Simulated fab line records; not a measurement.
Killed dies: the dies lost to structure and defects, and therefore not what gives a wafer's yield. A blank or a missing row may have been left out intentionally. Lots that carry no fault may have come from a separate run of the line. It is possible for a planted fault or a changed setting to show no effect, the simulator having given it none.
Chamber matching	flow nand_harc	NHARC_P_M0_STRIP_18 on rie_diel-06 has 4 sister chambers
The step strips in N2/H2. 8 wafers are shown with their chamber, then 7 later ones without.

## WAFERS, EACH WITH ITS CHAMBER
wafer	chamber	showerhead_plenum_p_Torr (Torr)	drypump_motor_current_A (A)
L078.4	3	2.07	5.0
L080.1	0	2.12	6.0
L080.5	1	2.14	6.2
L081.1	3	2.07	5.0
L081.2	0	2.12	6.0
L081.6	2	2.21	5.6
L083.2	1	2.14	6.1
L083.3	2	2.20	5.6

## WAFERS WHOSE CHAMBER IS MISSING
wafer	showerhead_plenum_p_Torr (Torr)	drypump_motor_current_A (A)
L083.4	2.12	5.9
L084.1	2.14	6.1
L084.5	2.14	6.1
L084.6	2.21	5.6
L086.2	2.20	5.6
L086.3	2.14	6.2
L086.5	2.21	5.6

## THE CHAMBER EACH PASSED THROUGH
wafer	from the rows above	in truth
L083.4	0	0
L084.1	1	1
L084.5	1	1
L084.6	2	2
L086.2	2	2
L086.3	1	1
L086.5	2	2
Correct placement for 7 of the 7. Left unplaced by these rows: 0. Number placed wrongly: 0.
How it was worked out, from the rows above alone: a wafer's distance from a chamber is the root of the sum, over the readings, of the square of ((its reading less the chamber's mean) divided by the reading's scatter). The wafer belongs to the nearest chamber; if the next one is less than 2 further off, it can't be placed. The mean given for a chamber averages the wafers shown for that chamber. The scatter: the root of (the sum of the squares of (reading less its chamber's mean) over the shown wafers, divided by (wafers less chambers)).
